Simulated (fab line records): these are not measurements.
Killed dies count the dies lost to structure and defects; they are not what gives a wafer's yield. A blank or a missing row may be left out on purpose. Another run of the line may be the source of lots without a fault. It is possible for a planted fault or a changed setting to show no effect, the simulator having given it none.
Split-lot study || flow n5_finfet || on a route of 1938 steps: 7 lots, 39 wafers read

## ON THE SPLIT
At N5_FIN_CUT_ETCH_21 (etches SOC in N2/H2, target depth 219 nm, overetch 43.8 nm, time 523.5 s), the setting bias_w was moved away from the recipe's 61 W on 9 of the 39 wafers read, by -11.0% to +16.6%. This setting was run at the recipe's value on the other wafers.

The reading is taken at the split's own step.

## THE READING
rf_vpp_V, in V, at N5_FIN_CUT_ETCH_21 (etches SOC in N2/H2, target depth 219 nm, overetch 43.8 nm, time 523.5 s). A value of 240.7 V with a standard deviation of 1.3 V is what fault-free wafers of this fab line usually give.

{"wafer": "L075.1", "tool, chamber at the split": "rie_diel-06, 2", "bias_w as run, W": 61, "against the recipe": "recipe", "rf_vpp_V, V": 239.4, "against lot-mates on the recipe": "-"}
{"wafer": "L075.2", "tool, chamber at the split": "rie_diel-06, 0", "bias_w as run, W": 71.13, "against the recipe": "+16.6%", "rf_vpp_V, V": 268.5, "against lot-mates on the recipe": "+27.9"}
{"wafer": "L075.3", "tool, chamber at the split": "rie_diel-06, 1", "bias_w as run, W": 71.13, "against the recipe": "+16.6%", "rf_vpp_V, V": 264.6, "against lot-mates on the recipe": "+24.0"}
{"wafer": "L075.4", "tool, chamber at the split": "rie_diel-06, 3", "bias_w as run, W": 61, "against the recipe": "recipe", "rf_vpp_V, V": 241.5, "against lot-mates on the recipe": "-"}
{"wafer": "L075.5", "tool, chamber at the split": "rie_diel-06, 3", "bias_w as run, W": 61, "against the recipe": "recipe", "rf_vpp_V, V": 240.8, "against lot-mates on the recipe": "-"}
{"wafer": "L075.6", "tool, chamber at the split": "rie_diel-06, 0", "bias_w as run, W": 71.13, "against the recipe": "+16.6%", "rf_vpp_V, V": 265.0, "against lot-mates on the recipe": "+24.4"}
{"wafer": "L081.1", "tool, chamber at the split": "rie_diel-02, 1", "bias_w as run, W": 61, "against the recipe": "recipe", "rf_vpp_V, V": 243.7, "against lot-mates on the recipe": "-"}
{"wafer": "L081.3", "tool, chamber at the split": "rie_diel-02, 3", "bias_w as run, W": 61, "against the recipe": "recipe", "rf_vpp_V, V": 239.7, "against lot-mates on the recipe": "-"}
{"wafer": "L081.6", "tool, chamber at the split": "rie_diel-02, 1", "bias_w as run, W": 61, "against the recipe": "recipe", "rf_vpp_V, V": 242.1, "against lot-mates on the recipe": "-"}
{"wafer": "L082.1", "tool, chamber at the split": "rie_diel-02, 0", "bias_w as run, W": 61, "against the recipe": "recipe", "rf_vpp_V, V": 239.6, "against lot-mates on the recipe": "-"}
{"wafer": "L082.2", "tool, chamber at the split": "rie_diel-02, 1", "bias_w as run, W": 61, "against the recipe": "recipe", "rf_vpp_V, V": 240.8, "against lot-mates on the recipe": "-"}
{"wafer": "L082.3", "tool, chamber at the split": "rie_diel-02, 3", "bias_w as run, W": 61, "against the recipe": "recipe", "rf_vpp_V, V": 240.0, "against lot-mates on the recipe": "-"}
{"wafer": "L082.4", "tool, chamber at the split": "rie_diel-02, 2", "bias_w as run, W": 61, "against the recipe": "recipe", "rf_vpp_V, V": 242.3, "against lot-mates on the recipe": "-"}
{"wafer": "L082.5", "tool, chamber at the split": "rie_diel-02, 0", "bias_w as run, W": 61, "against the recipe": "recipe", "rf_vpp_V, V": 240.0, "against lot-mates on the recipe": "-"}
{"wafer": "L082.6", "tool, chamber at the split": "rie_diel-02, 3", "bias_w as run, W": 61, "against the recipe": "recipe", "rf_vpp_V, V": 239.8, "against lot-mates on the recipe": "-"}
{"wafer": "L083.1", "tool, chamber at the split": "rie_diel-05, 1", "bias_w as run, W": 54.32, "against the recipe": "-11.0%", "rf_vpp_V, V": 222.7, "against lot-mates on the recipe": -18.0}
{"wafer": "L083.2", "tool, chamber at the split": "rie_diel-05, 3", "bias_w as run, W": 61, "against the recipe": "recipe", "rf_vpp_V, V": 240.1, "against lot-mates on the recipe": "-"}
{"wafer": "L083.3", "tool, chamber at the split": "rie_diel-05, 2", "bias_w as run, W": 54.32, "against the recipe": "-11.0%", "rf_vpp_V, V": 223.9, "against lot-mates on the recipe": -16.8}
{"wafer": "L083.4", "tool, chamber at the split": "rie_diel-05, 0", "bias_w as run, W": 61, "against the recipe": "recipe", "rf_vpp_V, V": 241.8, "against lot-mates on the recipe": "-"}
{"wafer": "L083.5", "tool, chamber at the split": "rie_diel-05, 3", "bias_w as run, W": 61, "against the recipe": "recipe", "rf_vpp_V, V": 240.2, "against lot-mates on the recipe": "-"}
{"wafer": "L083.6", "tool, chamber at the split": "rie_diel-05, 2", "bias_w as run, W": 54.32, "against the recipe": "-11.0%", "rf_vpp_V, V": 222.6, "against lot-mates on the recipe": -18.1}
{"wafer": "L089.1", "tool, chamber at the split": "rie_diel-05, 2", "bias_w as run, W": 61, "against the recipe": "recipe", "rf_vpp_V, V": 240.8, "against lot-mates on the recipe": "-"}
{"wafer": "L089.2", "tool, chamber at the split": "rie_diel-05, 1", "bias_w as run, W": 61, "against the recipe": "recipe", "rf_vpp_V, V": 239.4, "against lot-mates on the recipe": "-"}
{"wafer": "L089.3", "tool, chamber at the split": "rie_diel-05, 0", "bias_w as run, W": 61, "against the recipe": "recipe", "rf_vpp_V, V": 242.5, "against lot-mates on the recipe": "-"}
{"wafer": "L089.4", "tool, chamber at the split": "rie_diel-05, 3", "bias_w as run, W": 61, "against the recipe": "recipe", "rf_vpp_V, V": 240.0, "against lot-mates on the recipe": "-"}
{"wafer": "L089.5", "tool, chamber at the split": "rie_diel-05, 0", "bias_w as run, W": 61, "against the recipe": "recipe", "rf_vpp_V, V": 242.9, "against lot-mates on the recipe": "-"}
{"wafer": "L089.6", "tool, chamber at the split": "rie_diel-05, 3", "bias_w as run, W": 61, "against the recipe": "recipe", "rf_vpp_V, V": 240.2, "against lot-mates on the recipe": "-"}
{"wafer": "L092.1", "tool, chamber at the split": "rie_diel-02, 1", "bias_w as run, W": 67.04, "against the recipe": "+9.9%", "rf_vpp_V, V": 256.9, "against lot-mates on the recipe": "+16.0"}
{"wafer": "L092.2", "tool, chamber at the split": "rie_diel-02, 2", "bias_w as run, W": 67.04, "against the recipe": "+9.9%", "rf_vpp_V, V": 255.4, "against lot-mates on the recipe": "+14.5"}
{"wafer": "L092.3", "tool, chamber at the split": "rie_diel-02, 3", "bias_w as run, W": 67.04, "against the recipe": "+9.9%", "rf_vpp_V, V": 255.2, "against lot-mates on the recipe": "+14.3"}
{"wafer": "L092.4", "tool, chamber at the split": "rie_diel-02, 0", "bias_w as run, W": 61, "against the recipe": "recipe", "rf_vpp_V, V": 240.7, "against lot-mates on the recipe": "-"}
{"wafer": "L092.5", "tool, chamber at the split": "rie_diel-02, 2", "bias_w as run, W": 61, "against the recipe": "recipe", "rf_vpp_V, V": 240.0, "against lot-mates on the recipe": "-"}
{"wafer": "L092.6", "tool, chamber at the split": "rie_diel-02, 1", "bias_w as run, W": 61, "against the recipe": "recipe", "rf_vpp_V, V": 242.0, "against lot-mates on the recipe": "-"}
{"wafer": "L096.1", "tool, chamber at the split": "rie_diel-05, 2", "bias_w as run, W": 61, "against the recipe": "recipe", "rf_vpp_V, V": 240.9, "against lot-mates on the recipe": "-"}
{"wafer": "L096.2", "tool, chamber at the split": "rie_diel-05, 1", "bias_w as run, W": 61, "against the recipe": "recipe", "rf_vpp_V, V": 236.9, "against lot-mates on the recipe": "-"}
{"wafer": "L096.3", "tool, chamber at the split": "rie_diel-05, 3", "bias_w as run, W": 61, "against the recipe": "recipe", "rf_vpp_V, V": 240.8, "against lot-mates on the recipe": "-"}
{"wafer": "L096.4", "tool, chamber at the split": "rie_diel-05, 0", "bias_w as run, W": 61, "against the recipe": "recipe", "rf_vpp_V, V": 242.0, "against lot-mates on the recipe": "-"}
{"wafer": "L096.5", "tool, chamber at the split": "rie_diel-05, 3", "bias_w as run, W": 61, "against the recipe": "recipe", "rf_vpp_V, V": 241.5, "against lot-mates on the recipe": "-"}
{"wafer": "L096.6", "tool, chamber at the split": "rie_diel-05, 2", "bias_w as run, W": 61, "against the recipe": "recipe", "rf_vpp_V, V": 240.4, "against lot-mates on the recipe": "-"}

FIT RESULTS
A straight line over all 39 wafers: rf_vpp_V changes by +1.55 V for each +1% of bias_w; r = +0.99; the points scatter about the line by 1.3 V.
The same after taking each lot's own level away (the mean of its wafers on the recipe; 39 wafers): +1.55 V for each +1%; r = +0.99; scatter 1.3 V.
According to that fit, moving bias_w by its largest amount changes the reading by 26 V.
Across the lots, their own levels run from 240.42 to 241.83 V, a range of 1.1 times the standard deviation given above.
The two slopes are in agreement: the lot-to-lot level therefore moves the slope only a little.
Check: for one of the wafers moved furthest among these (+16.6%), held out of the fit, the line's prediction against its lot-mates is +25.1 V. Against them it came out at +27.9 V.
Tool readings at the split's step, against how far the setting was moved: rf_vpp_V r = +0.99.

## THE FILE'S OWN FIT
rf_vpp_V changes by +1.55 V for each +1% of bias_w, r = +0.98.
